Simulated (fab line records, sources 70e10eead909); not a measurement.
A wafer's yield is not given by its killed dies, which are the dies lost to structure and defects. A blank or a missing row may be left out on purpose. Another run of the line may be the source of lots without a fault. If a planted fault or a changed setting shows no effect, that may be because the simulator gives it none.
Chamber matching | flow nand harc | rie diel-09 running NHARC_P_M1_DESCUM_14: 4 sister chambers
The step chemistry O2, time 3 s. 16 wafers are shown with their chamber, then 8 later ones without.

== WAFERS PAIRED WITH THEIR CHAMBERS ==
wafer  | chamber | showerhead plenum p Torr (Torr) | drypump motor current A (A) | oes product au (a.u.)
L076.1 | 3       | 1.87                            | 6.0                         | 1.009
L076.5 | 2       | 2.06                            | 6.5                         | 0.981
L076.6 | 3       | 1.87                            | 6.1                         | 1.011
L079.1 | 0       | 2.07                            | 5.7                         | 1.010
L079.4 | 2       | 2.06                            | 6.5                         | 0.988
L079.6 | 3       | 1.87                            | 6.1                         | 1.016
L082.2 | 1       | 2.03                            | 5.2                         | 1.007
L082.3 | 3       | 1.87                            | 6.0                         | 1.017
L082.5 | 1       | 2.03                            | 5.2                         | 1.008
L080.1 | 0       | 2.07                            | 5.7                         | 1.004
L080.5 | 1       | 2.03                            | 5.2                         | 1.012
L080.6 | 0       | 2.07                            | 5.7                         | 0.998
L083.2 | 3       | 1.87                            | 6.0                         | 1.020
L083.3 | 1       | 2.03                            | 5.3                         | 1.012
L083.5 | 0       | 2.06                            | 5.7                         | 1.008
L086.1 | 2       | 2.06                            | 6.5                         | 0.988

SIGNATURES, as means of the wafers listed above
reading                  | chamber 0 | chamber 1 | chamber 2 | chamber 3 | scatter within a chamber
showerhead plenum p Torr | 2.0675    | 2.0300    | 2.0600    | 1.8700    | 0.0025
drypump motor current A  | 5.700     | 5.225     | 6.500     | 6.040     | 0.0403
oes product au           | 1.00500   | 1.00975   | 0.98567   | 1.01460   | 0.00427
Rule: distance of a wafer from a chamber = root of the sum over the readings of ((wafer's reading minus chamber's mean) / reading's scatter) squared. If the next closest chamber is less than 2 further off than the closest, the wafer can't be placed; otherwise it belongs to the closest. The scatter: take each reading less its chamber's mean, square it, sum over the shown wafers, divide by the number of wafers less the number of chambers, and take the root.

== WAFERS WITHOUT THEIR CHAMBER ==
wafer  | showerhead plenum p Torr (Torr) | drypump motor current A (A) | oes product au (a.u.)
L086.5 | 1.87                            | 6.0                         | 1.009
L086.6 | 2.06                            | 6.5                         | 0.995
L087.1 | 1.87                            | 6.0                         | 1.011
L087.3 | 2.03                            | 5.2                         | 1.007
L087.5 | 2.03                            | 5.2                         | 0.997
L091.1 | 2.06                            | 5.6                         | 1.024
L091.3 | 2.06                            | 6.5                         | 0.992
L091.4 | 1.87                            | 6.1                         | 1.004

== WHICH CHAMBER EACH WENT THROUGH ==
wafer  | from the rows above | in truth
L086.5 | 3                   | 3
L086.6 | 2                   | 2
L087.1 | 3                   | 3
L087.3 | 1                   | 1
L087.5 | 1                   | 1
L091.1 | 0                   | 0
L091.3 | 2                   | 2
L091.4 | 3                   | 3
Placed correctly: 8 of 8. Number that these rows cannot place: 0. Placed wrongly: 0.
